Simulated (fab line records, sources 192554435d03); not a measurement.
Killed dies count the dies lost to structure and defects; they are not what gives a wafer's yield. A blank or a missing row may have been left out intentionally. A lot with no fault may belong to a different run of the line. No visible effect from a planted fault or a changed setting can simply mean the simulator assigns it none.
Chamber matching | flow n5-finfet | N5_DUMMY_GATE_ETCH_36 on rie-diel-02: 4 sister chambers
The step etches SiARC in CF4, target depth 13 nm. 4 wafers are shown with their chamber, then 9 later ones without.

== WAFERS WITH THEIR CHAMBER ==
wafer  | chamber | showerhead-plenum-p-Torr (Torr)
L083.6 | 1       | 2.13
L090.1 | 0       | 2.13
L090.3 | 2       | 2.27
L090.4 | 3       | 2.10

== WAFERS WHOSE CHAMBER IS MISSING ==
wafer  | showerhead-plenum-p-Torr (Torr)
L092.1 | 2.27
L092.4 | 2.10
L092.6 | 2.13
L093.1 | 2.10
L093.2 | 2.13
L093.4 | 2.26
L094.1 | 2.13
L094.5 | 2.13
L094.6 | 2.10

== WHICH CHAMBER EACH ONE RAN IN ==
wafer  | from the rows above     | in truth
L092.1 | 2                       | 2
L092.4 | 3                       | 3
L092.6 | can't be placed: 0 or 1 | 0
L093.1 | 3                       | 3
L093.2 | can't be placed: 0 or 1 | 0
L093.4 | 2                       | 2
L094.1 | can't be placed: 0 or 1 | 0
L094.5 | can't be placed: 0 or 1 | 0
L094.6 | 3                       | 3
Correct placement for 5 of the 9. Not placeable from these rows: 4 (in 4, the candidates include the true chamber). 0 placed wrongly.
How it was worked out, from the rows above alone: a wafer's distance from a chamber is the root of the sum, over the readings, of the square of ((its reading less the chamber's mean) divided by the reading's scatter). The wafer belongs to the nearest chamber; if the next one is less than 2 further off, it can't be placed. Each chamber's mean is taken over the wafers shown for it. The scatter: root of mean squared gap, hidden wafer to nearest shown wafer, with one shown wafer a chamber.
